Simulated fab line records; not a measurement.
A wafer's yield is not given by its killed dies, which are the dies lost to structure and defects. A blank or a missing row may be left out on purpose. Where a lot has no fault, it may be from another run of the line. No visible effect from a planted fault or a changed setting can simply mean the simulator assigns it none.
Comparing a struck lot with a sound one + flow n5-finfet + 16 steps out of a route of 1938
Sound: the wafers L146.1, L146.4, L146.6. Struck: wafers L135.2, L135.3. The cause comes at the end.
Each step with rows lists, per side, the tool, then ch with its chambers, then its first start. Under that, the readings that differ: sound wafers + struck wafers + difference of the means + sigmas: that difference in standard deviations of wafers without a fault.
alike: readings whose means differ by less than 2 such deviations, and words and numbers that are the same on both sides. not compared: withheld readings, readings that some wafer has no value for, bounds like >300 that may hide the same value, and numbers for which the record gives no deviation and whose values overlap.
Wherever a step has rows on one side only, a row that says differs or no value, or a row with sigmas, the two part there. When numbers do not overlap yet have no deviation, they are printed without sigmas and do not part them. Lack of a reading on every wafer of one side parts them only where that side has two or more wafers.

first, 2 steps without rows for these wafers: N5_BEOL_M2_SPUTTER_90 (material Cu, target thk 4.5 nm, time 8.29 s); N5_BEOL_M2_ANNEAL_91 (time 240 s).
N5_BEOL_M2_SPUTTER_92: material Cu, target thk 4.5 nm, time 8.29 s.
  struck on pvd-sputter-02, day 8 08:44; sound on pvd-sputter-02, day 12 11:23
  alike: chuck-sensor-temp-C, substrate-temp-c, throttle-valve-pct
N5_BEOL_M2_ANNEAL_93: time 240 s.
  struck on pvd-sputter-02, day 8 08:49; sound on pvd-sputter-02, day 12 11:28
  alike: heater-power-w
N5_BEOL_M2_SPUTTER_94: material Cu, target thk 4.5 nm, time 8.29 s.
  struck on pvd-sputter-02, day 8 08:57; sound on pvd-sputter-02, day 12 11:36
  alike: chuck-sensor-temp-C, substrate-temp-c, throttle-valve-pct
then, 4 steps without rows for these wafers: N5_BEOL_M2_ANNEAL_95 (time 240 s); N5_BEOL_M2_SPUTTER_96 (material Cu, target thk 4.5 nm, time 8.29 s); N5_BEOL_M2_ECD_50 (material Cu, target thk 300 nm); N5_BEOL_M2_ANNEAL_51 (time 90 s).
N5_BEOL_M2_CMP_52: polishes, stops on SiOC, t overpolish 6.8 s, target thk 40 nm.
  sound on cmp-04 ch 0,1,2, day 12 12:21; struck on cmp-04 ch 0,1, day 8 10:32
  alike: barrier-field-endpoint-s, motor-current-A, overpolish-run-s, platen-rpm, slurry-flow-ml-min, time-to-endpoint-s
N5_BEOL_M2_THK_MEAS_53: measures by xrf.
  struck on film-metro-02, day 8 10:47; sound on film-metro-01, day 12 12:37
  alike: M2_THK
N5_BEOL_M2_PRE_CLEAN_60: time 15 s.
  sound on cvd-co-02 ch 0,1, day 12 12:38; struck on cvd-co-01 ch 0,1, day 8 10:50
  alike: heater-power-w
N5_BEOL_M2_CO_CAP_55: material Co, precursor CCTBA/H2, target thk 2 nm, time 102.1 s.
  sound on cvd-co-02 ch 0,1, day 12 12:41; struck on cvd-co-01 ch 0,1, day 8 10:52
| reading                                   | sound             | struck      | difference | sigmas |
|-------------------------------------------|-------------------|-------------|------------|--------|
| run-length-s (s)                          | 126.3 125.4 125.5 | 163.6 164.2 | +38.2      | +53    |
| model.Co_of_BEOL_M2_CO_CAP_55.thk-nm (nm) | 2.2 2 2           | 2.8 2.6     | +0.6       |        |
  alike: heater-power-w
then, 1 step without rows for these wafers: N5_BEOL_M2_PRE_CLEAN_56 (time 15 s).
N5_BEOL_M4_RC_MEAS_101:
  sound on prober-02 ch 0, day 14 19:55; struck on prober-02 ch 0, day 10 03:47
  alike: DIBL_N, DIBL_P, IOFF_N, IOFF_P, ION_N, ION_P, SS_N, SS_P, VT_N, VT_P
-- a jump in the record: the struck wafers' starts before and after are 5 days apart (it breaks off in module BEOL_M4 and resumes in module PASSIVATION, where the first step shown is number 1936 of the route) --
N5_PASSIVATION_PROBE_49:
  struck on prober-01, day 14 21:21; sound on prober-01, day 19 01:07
  alike: defect-limited-yield, killed_at_M0_to_M3, killed_at_M4_up, killed-at-contacts, killed-at-front-end, killed-at-other, killed-dies, killed-on-rim, killed-open, killed-short, sort_bin_4_leakage, sort_bin_5_function, sort_bin_6_memory, sort-n-pass, sort-yield-pct

== WHERE THEY PART ==
At N5_BEOL_M2_CO_CAP_55 and nowhere else, as far as this record goes. Later steps at which nothing parts them and some readings are alike: N5_BEOL_M4_RC_MEAS_101, N5_PASSIVATION_PROBE_49.

WHY: what had been put in by the simulator
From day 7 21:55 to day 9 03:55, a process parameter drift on cvd-co-01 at N5_BEOL_M2_CO_CAP_55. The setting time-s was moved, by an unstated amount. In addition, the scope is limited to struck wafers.
